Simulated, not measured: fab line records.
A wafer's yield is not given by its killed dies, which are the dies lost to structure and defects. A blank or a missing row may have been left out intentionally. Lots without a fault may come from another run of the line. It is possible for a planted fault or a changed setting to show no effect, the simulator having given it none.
8D (eight disciplines) problem report, filled in by code ; flow nand harc ; the parts of the form that need people (team, actions taken, sign-off) are left out

## 1. WHAT IS WRONG
oes product au at NHARC_P_ZERO_WELL_ETCH_63 reads a mean of 1.310 a.u. on 5 wafers of 3 lots; wafers without a fault read 1.003 a.u. with a standard deviation of 0.009. Relative to the usual mean, that is a shift of +34 standard deviations.
The step: etches the open film in HBr/Cl2, target depth 120 nm, time 40.1 s.
Earliest sighting: wafer L132.2 on rie si-02 at day 9 10:20. At this step, 38 wafers from 13 lots have a number in the record. Rule for "out", or "out of limits": more than 4 standard deviations from the usual mean. Any other wafer with a number is counted as sound.

## 2. WHAT IT IS, AND WHAT IT ISN'T
question;is;is not
which readings at this step;oes product au;chamber pressure mTorr, drypump motor current A, throttle valve pct
which lots;L132, L134, L135;L114, L117, L118, L119, L121, L122, L123, L124, L125, L137
which wafers of those lots;L132.2, L134.2, L134.5, L135.2, L135.5;L132.1, L134.6, L135.4
read on which tools;rie si-02;rie si-03, rie si-05
when;from day 9 10:20;"up to then (28 sound wafers); but 5 sound wafers of L134, L135, L137 came after"

## 3. THE SUSPECTS, EACH WITH WHAT RULES IT OUT
Counting: any tool at a process step up to the reading remains a suspect provided it ran every lot that is out. Sound lots after the first of them don't rule it out here, since some wafers of a struck lot are sound.
- rie si-02 at NHARC_P_ZERO_WELL_ETCH_63 (etches the open film in HBr/Cl2, target depth 120 nm, time 40.1 s): kept. Every lot that is out went through it, the first being L132 (day 9 10:20); the last sound lot it ran before that was L121 (day 4 19:36). Out on those wafers are its own readings of oes product au.
After counting, what remains is rie si-02 at NHARC_P_ZERO_WELL_ETCH_63.

## 4. THE CAUSE (what the simulator had put in)
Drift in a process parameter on rie si-02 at NHARC_P_ZERO_WELL_ETCH_63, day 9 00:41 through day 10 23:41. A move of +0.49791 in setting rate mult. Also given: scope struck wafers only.
Counting left only this tool.

## 5. THE CHAIN OF EFFECTS, in route order
Each row: a reading whose mean over the struck wafers that have a number lies more than 3 standard deviations from the usual. Only readings for which the record gives a usual standard deviation are gone through. hours: the time from each lot's start at the first step in this table that gives one to its start at this step, as a median over the lots. sigmas: the change in usual standard deviations.
hours;step;reading;usual;on struck wafers;change;sigmas
0;NHARC_P_ZERO_WELL_ETCH_63;oes product au;1.003 a.u.;1.310;+0.307;+34
Here are the process steps it includes:
- NHARC_P_ZERO_WELL_ETCH_63: etches the open film in HBr/Cl2, target depth 120 nm, time 40.1 s.
Later measuring or inspecting steps at which every struck wafer that the step has a row for has a number for every such reading, and none has moved that far: NHARC_P_ZERO_WELL_CD_MEAS_24, NHARC_P_ZERO_WELL_INSPECT_43.

## 6. WHAT WOULD HAVE CAUGHT IT SOONER
First out-of-limits reading in this record: day 9 10:20, which is 10 hours after fault onset at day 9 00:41.
